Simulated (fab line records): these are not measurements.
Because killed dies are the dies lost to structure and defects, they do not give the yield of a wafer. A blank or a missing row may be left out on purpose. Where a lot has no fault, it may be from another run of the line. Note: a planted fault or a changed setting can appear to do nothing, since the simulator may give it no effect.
Matching of chambers :: flow nandHarc :: NHARC_A_CONTACT_DEP_58 on pecvd-03 has 3 sister chambers
The step deposits SiON, target thk 90 nm. 3 wafers are shown with their chamber, then 12 later ones without.

WAFERS PAIRED WITH THEIR CHAMBERS
wafer: L087.4
chamber: 2
heaterPowerW (W): 583

wafer: L088.5
chamber: 0
heaterPowerW (W): 726

wafer: L088.6
chamber: 1
heaterPowerW (W): 635

WAFERS WHOSE CHAMBER IS MISSING
wafer: L088.1
heaterPowerW (W): 644

wafer: L088.3
heaterPowerW (W): 538

wafer: L088.4
heaterPowerW (W): 544

wafer: L091.4
heaterPowerW (W): 569

wafer: L091.5
heaterPowerW (W): 678

wafer: L091.6
heaterPowerW (W): 802

wafer: L092.1
heaterPowerW (W): 561

wafer: L092.3
heaterPowerW (W): 776

wafer: L092.5
heaterPowerW (W): 781

wafer: L095.1
heaterPowerW (W): 673

wafer: L095.4
heaterPowerW (W): 594

wafer: L095.6
heaterPowerW (W): 661

WHICH CHAMBER EACH ONE RAN IN
wafer: L088.1
from the rows above: can't be placed: 1 or 2 or 0
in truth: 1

wafer: L088.3
from the rows above: can't be placed: 2 or 1
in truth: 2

wafer: L088.4
from the rows above: can't be placed: 2 or 1
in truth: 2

wafer: L091.4
from the rows above: can't be placed: 2 or 1
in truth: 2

wafer: L091.5
from the rows above: can't be placed: 1 or 0 or 2
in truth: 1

wafer: L091.6
from the rows above: 0
in truth: 0

wafer: L092.1
from the rows above: can't be placed: 2 or 1
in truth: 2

wafer: L092.3
from the rows above: 0
in truth: 0

wafer: L092.5
from the rows above: 0
in truth: 0

wafer: L095.1
from the rows above: can't be placed: 1 or 0 or 2
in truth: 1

wafer: L095.4
from the rows above: can't be placed: 2 or 1
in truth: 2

wafer: L095.6
from the rows above: can't be placed: 1 or 0 or 2
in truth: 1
Correctly placed: 3 of 12. Unplaceable from these rows: 9, with the true chamber sitting among the candidates in 9. Wrongly placed: 0.
How it was worked out, from the rows above alone: a wafer's distance from a chamber is the root of the sum, over the readings, of the square of ((its reading less the chamber's mean) divided by the reading's scatter). If the next closest chamber is less than 2 further off than the closest, the wafer can't be placed; otherwise it belongs to the closest. For every chamber, the mean is computed from those of its wafers that are shown. The scatter: with one shown wafer a chamber, the root of the mean of the squares of how far each hidden wafer lies from its nearest shown one.
